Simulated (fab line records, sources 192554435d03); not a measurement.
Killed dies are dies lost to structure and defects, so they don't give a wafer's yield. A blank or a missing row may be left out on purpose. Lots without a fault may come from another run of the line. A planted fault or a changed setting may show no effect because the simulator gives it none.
Chamber matching | flow n5_finfet | N5_BEOL_M7_ILD_DEP_00 on pecvd-03: 3 sister chambers
The step deposits SiCOH lowk from DEMS/porogen, target thk 179.75 nm, time 33.4 s. 3 wafers are shown with their chamber, then 8 later ones without.

WAFERS WITH THEIR CHAMBER
wafer  | chamber | showerhead_vpp_V (V)
L085.5 | 1       | 1424
L085.6 | 2       | 1390
L088.1 | 0       | 1248

WAFERS WITHOUT THEIR CHAMBER
wafer  | showerhead_vpp_V (V)
L088.4 | 1239
L088.5 | 1356
L094.1 | 1429
L094.5 | 1375
L094.6 | 1227
L096.1 | 1370
L096.5 | 1424
L096.6 | 1388

WHICH CHAMBER EACH WENT THROUGH
wafer  | from the rows above     | in truth
L088.4 | 0                       | 0
L088.5 | can't be placed: 2 or 1 | 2
L094.1 | can't be placed: 1 or 2 | 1
L094.5 | can't be placed: 2 or 1 | 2
L094.6 | 0                       | 0
L096.1 | can't be placed: 2 or 1 | 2
L096.5 | can't be placed: 1 or 2 | 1
L096.6 | can't be placed: 2 or 1 | 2
Placed correctly: 2 of 8. Can't be placed from these rows: 6 (the true chamber is among the candidates in 6). Placed wrongly: 0.
How it was worked out, from the rows above alone: a wafer's distance from a chamber is the root of the sum, over the readings, of the square of ((its reading less the chamber's mean) divided by the reading's scatter). The wafer belongs to the nearest chamber; if the next one is less than 2 further off, it can't be placed. A chamber's mean is the mean of its shown wafers. The scatter: with one shown wafer a chamber, the root of the mean of the squares of how far each hidden wafer lies from its nearest shown one.
